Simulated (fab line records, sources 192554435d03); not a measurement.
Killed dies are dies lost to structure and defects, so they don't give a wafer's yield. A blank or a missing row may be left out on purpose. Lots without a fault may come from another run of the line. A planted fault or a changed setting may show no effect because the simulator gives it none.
Which tool did it? | flow n5_finfet | 15 lots, 45 wafers sampled, at 4 steps of a route of 1938

WHAT THE GAUGES READ, wafer by wafer
The record holds no reading of a measuring or inspecting step that can be judged against a usual standard deviation.

WHICH TOOL RAN EACH LOT (tool, then ch and the chambers of the sampled wafers, then the start)
lot  | N5_SD_ACTIVATION_RTA_00         | N5_SD_ACTIVATION_LSA_01           | N5_SDB_DEVELOP_10                | N5_SDB_HM_OPEN_20
L197 | rtp_anneal-02 ch 0, day 3 16:00 | laser_anneal-01 ch 0, day 3 16:12 | litho_track-02 ch 0, day 3 23:18 | rie_diel-06 ch 0,2,3, day 3 23:41
L198 | rtp_anneal-01 ch 0, day 3 21:17 | laser_anneal-01 ch 0, day 3 21:29 | litho_track-03 ch 0, day 4 05:42 | rie_diel-01 ch 0,1,2, day 4 06:57
L199 | rtp_anneal-01 ch 0, day 4 03:46 | laser_anneal-01 ch 0, day 4 03:58 | litho_track-05 ch 0, day 4 11:11 | rie_diel-05 ch 1,3, day 4 11:33
L200 | rtp_anneal-01 ch 0, day 4 09:38 | laser_anneal-01 ch 0, day 4 09:50 | litho_track-03 ch 0, day 4 17:05 | rie_diel-06 ch 1,2, day 4 17:28
L201 | rtp_anneal-02 ch 0, day 4 14:40 | laser_anneal-02 ch 0, day 4 14:52 | litho_track-02 ch 0, day 4 23:14 | rie_diel-06 ch 1,2, day 4 23:36
L206 | rtp_anneal-01 ch 0, day 6 03:34 | laser_anneal-01 ch 0, day 6 03:46 | litho_track-05, day 6 10:58      | rie_diel-06 ch 0,2,3, day 6 11:20
L207 | rtp_anneal-02 ch 0, day 6 06:33 | laser_anneal-02 ch 0, day 6 06:45 | litho_track-03, day 6 14:01      | rie_diel-06 ch 1,2,3, day 6 14:23
L208 | rtp_anneal-01 ch 0, day 6 13:41 | laser_anneal-01 ch 0, day 6 13:53 | litho_track-05, day 6 21:16      | rie_diel-05 ch 0,2,3, day 6 21:38
L211 | rtp_anneal-01 ch 0, day 7 05:20 | laser_anneal-02 ch 0, day 7 05:32 | litho_track-02 ch 0, day 7 14:27 | rie_diel-05 ch 1,2,3, day 7 15:02
L212 | rtp_anneal-02 ch 0, day 7 10:58 | laser_anneal-01 ch 0, day 7 11:10 | litho_track-02 ch 0, day 7 18:33 | rie_diel-05 ch 1,2,3, day 7 19:01
L214 | rtp_anneal-01 ch 0, day 7 20:39 | laser_anneal-01 ch 0, day 7 20:51 | litho_track-03 ch 0, day 8 04:20 | rie_diel-06 ch 0,1,3, day 8 04:43
L215 | rtp_anneal-01 ch 0, day 8 03:51 | laser_anneal-02 ch 0, day 8 04:03 | litho_track-02 ch 0, day 8 11:23 | rie_diel-06 ch 0,3, day 8 11:45
L216 | rtp_anneal-01 ch 0, day 8 10:46 | laser_anneal-01 ch 0, day 8 10:58 | litho_track-03 ch 0, day 8 18:25 | rie_diel-05 ch 2,3, day 8 18:47
L218 | rtp_anneal-02 ch 0, day 8 22:41 | laser_anneal-01 ch 0, day 8 22:53 | litho_track-03 ch 0, day 9 06:16 | rie_diel-06 ch 0,1, day 9 06:38
L219 | rtp_anneal-01 ch 0, day 9 06:50 | laser_anneal-02 ch 0, day 9 07:04 | litho_track-03 ch 0, day 9 14:32 | rie_diel-05 ch 0,1,2, day 9 14:55
- N5_SD_ACTIVATION_RTA_00: time 0 s.
- N5_SD_ACTIVATION_LSA_01: time 0.0008 s.
- N5_SDB_DEVELOP_10: develop time 30 s.
- N5_SDB_HM_OPEN_20: chemistry CH3F/O2, target SiNx, stops on poly-Si, target depth 24 nm.

WHAT THE TOOLS THEMSELVES READ (means of the sampled wafers that have a number; where no wafer has one, the mark that the record gives instead)
N5_SD_ACTIVATION_RTA_00. Usual: lamp_power_pct 8.96 %, standard deviation 0.049; lamp_zone_6_pct 8.878 %, standard deviation 0.027; lamp_zone_7_pct 9.35 %, standard deviation 0.03; wafer_temp_C_max 974.8, standard deviation 1.8.
lot  | tool          | lamp_power_pct (%) | lamp_zone_6_pct (%) | lamp_zone_7_pct (%) | wafer_temp_C_max | flag
L197 | rtp_anneal-02 | 8.92               | 8.883               | 9.34                | 975.6            |
L198 | rtp_anneal-01 | 8.96               | 8.877               | 9.35                | 974.7            |
L199 | rtp_anneal-01 | 8.93               | 8.908               | 9.36                | 974.0            |
L200 | rtp_anneal-01 | 8.99               | 8.888               | 9.34                | 975.9            |
L201 | rtp_anneal-02 | 8.97               | 8.892               | 9.36                | 972.1            |
L206 | rtp_anneal-01 | 8.97               | 8.835               | 9.36                | 975.6            |
L207 | rtp_anneal-02 | 9.00               | 8.858               | 9.35                | 973.3            |
L208 | rtp_anneal-01 | 8.95               | 8.871               | 9.34                | 975.8            |
L211 | rtp_anneal-01 | 8.96               | 8.899               | 9.36                | 973.2            |
L212 | rtp_anneal-02 | 8.98               | 8.871               | 9.37                | 975.4            |
L214 | rtp_anneal-01 | 8.99               | 8.882               | 9.36                | 975.0            |
L215 | rtp_anneal-01 | 8.97               | 8.872               | 9.35                | 974.6            |
L216 | rtp_anneal-01 | 8.97               | 8.890               | 9.37                | 972.8            |
L218 | rtp_anneal-02 | 8.96               | 8.862               | 9.31                | 974.2            |
L219 | rtp_anneal-01 | 8.99               | 8.859               | 9.34                | 975.5            |

N5_SD_ACTIVATION_LSA_01. Usual: wafer_temp_C_max 1084.5, standard deviation 1.2.
lot  | tool            | wafer_temp_C_max | flag
L197 | laser_anneal-01 | 1085.5           |
L198 | laser_anneal-01 | 1084.5           |
L199 | laser_anneal-01 | 1085.0           |
L200 | laser_anneal-01 | 1085.2           |
L201 | laser_anneal-02 | 1083.0           |
L206 | laser_anneal-01 | 1084.8           |
L207 | laser_anneal-02 | 1083.6           |
L208 | laser_anneal-01 | 1085.5           |
L211 | laser_anneal-02 | 1083.2           |
L212 | laser_anneal-01 | 1085.4           |
L214 | laser_anneal-01 | 1085.4           |
L215 | laser_anneal-02 | 1083.8           |
L216 | laser_anneal-01 | 1085.7           |
L218 | laser_anneal-01 | 1085.2           |
L219 | laser_anneal-02 | 1083.1           |

N5_SDB_DEVELOP_10. Usual: chill_plate_temp_C 23.01 C, standard deviation 0.1; resist_line_temp_C 23.00 C, standard deviation 0.099.
lot  | tool           | chill_plate_temp_C (C) | resist_line_temp_C (C) | flag
L197 | litho_track-02 | 23.01                  | 23.04                  |
L198 | litho_track-03 | 23.03                  | 23.01                  |
L199 | litho_track-05 | 22.96                  | 23.04                  |
L200 | litho_track-03 | 22.97                  | 23.05                  |
L201 | litho_track-02 | 22.87                  | 22.97                  |
L206 | litho_track-05 | -                      | -                      | OFF
L207 | litho_track-03 | -                      | -                      | OFF
L208 | litho_track-05 | -                      | -                      | OFF
L211 | litho_track-02 | 23.13                  | 22.94                  |
L212 | litho_track-02 | 23.08                  | 23.06                  |
L214 | litho_track-03 | 23.00                  | 22.92                  |
L215 | litho_track-02 | 23.03                  | 22.93                  |
L216 | litho_track-03 | 23.06                  | 23.02                  |
L218 | litho_track-03 | 22.86                  | 22.84                  |
L219 | litho_track-03 | 23.13                  | 23.02                  |

N5_SDB_HM_OPEN_20. Usual: CH3F_flow_sccm 30.00 sccm, standard deviation 0.099; chamber_pressure_mTorr 30.001 mTorr, standard deviation 0.028; drypump_motor_current_A 5.7 A, standard deviation 0.56; mfc_ar_sccm 150.0 sccm, standard deviation 0.4; oes_product_au 0.64 a.u., standard deviation 0.06; rf_vpp_V 301 V, standard deviation 4.5; showerhead_plenum_p_Torr 2.04 Torr, standard deviation 0.058; throttle_valve_pct 16.39 %, standard deviation 0.23.
lot  | tool        | CH3F_flow_sccm (sccm) | chamber_pressure_mTorr (mTorr) | drypump_motor_current_A (A) | mfc_ar_sccm (sccm) | oes_product_au (a.u.) | rf_vpp_V (V) | showerhead_plenum_p_Torr (Torr) | throttle_valve_pct (%) | flag
L197 | rie_diel-06 | 30.00                 | 29.983                         | 5.8                         | 150.1              | 0.66                  | 301          | 2.01                            | 16.38                  |
L198 | rie_diel-01 | 30.02                 | 29.986                         | 5.7                         | 149.6              | 0.65                  | 299          | 2.01                            | 16.43                  |
L199 | rie_diel-05 | 30.00                 | 30.006                         | 5.7                         | 149.8              | 0.70                  | 305          | 2.11                            | 16.22                  |
L200 | rie_diel-06 | 29.91                 | 29.988                         | 6.1                         | 150.0              | 0.62                  | 300          | 2.05                            | 16.43                  |
L201 | rie_diel-06 | 29.98                 | 29.999                         | 5.7                         | 150.1              | 0.62                  | 298          | 2.04                            | 16.33                  |
L206 | rie_diel-06 | 29.99                 | 30.013                         | 5.8                         | 150.3              | 0.64                  | 300          | 2.00                            | 16.42                  |
L207 | rie_diel-06 | 29.94                 | 29.994                         | 5.8                         | 150.3              | 0.61                  | 299          | 2.02                            | 16.44                  |
L208 | rie_diel-05 | 30.00                 | 29.983                         | 5.8                         | 150.3              | 0.62                  | 301          | 2.06                            | 16.35                  |
L211 | rie_diel-05 | 29.97                 | 29.994                         | 5.5                         | 150.1              | 0.66                  | 304          | 2.10                            | 16.37                  |
L212 | rie_diel-05 | 29.97                 | 30.002                         | 5.5                         | 150.2              | 0.64                  | 304          | 2.10                            | 16.37                  |
L214 | rie_diel-06 | 29.94                 | 30.023                         | 5.3                         | 150.1              | 0.64                  | 298          | 1.98                            | 16.34                  |
L215 | rie_diel-06 | 30.02                 | 29.997                         | 5.5                         | 149.9              | 0.64                  | 299          | 1.97                            | 16.44                  |
L216 | rie_diel-05 | 30.04                 | 29.989                         | 5.3                         | 150.5              | 0.62                  | 303          | 2.09                            | 16.48                  |
L218 | rie_diel-06 | 30.01                 | 30.012                         | 5.0                         | 149.7              | 0.68                  | 300          | 1.96                            | 16.27                  |
L219 | rie_diel-05 | 29.97                 | 30.012                         | 5.8                         | 150.0              | 0.59                  | 304          | 2.05                            | 16.54                  |

THE ANSWER, worked out from the rows above alone
Rule: a lot is off if the mean of its wafers that have a number lies more than 3 standard deviations from the usual mean. A lot without any number at a reading at which 4 lots or more have one is off too. The other lots that the step has rows for count as sound. The gauges are gone through in route order, then the tools' own readings, and for those a lot's mean is taken as printed above. The first step at which some lot is off is used, and at that step the reading that is off furthest; a lot without a number counts as furthest.
Off: L206, L207, L208, at N5_SDB_DEVELOP_10 (chill_plate_temp_C). Without a number there: L206, L207, L208.
A tool fits if, at that step or a process step before it, it ran every lot that is off, and no sound lot after the first of them. None of those tried fits.

WHAT THE SIMULATOR HAD PUT IN
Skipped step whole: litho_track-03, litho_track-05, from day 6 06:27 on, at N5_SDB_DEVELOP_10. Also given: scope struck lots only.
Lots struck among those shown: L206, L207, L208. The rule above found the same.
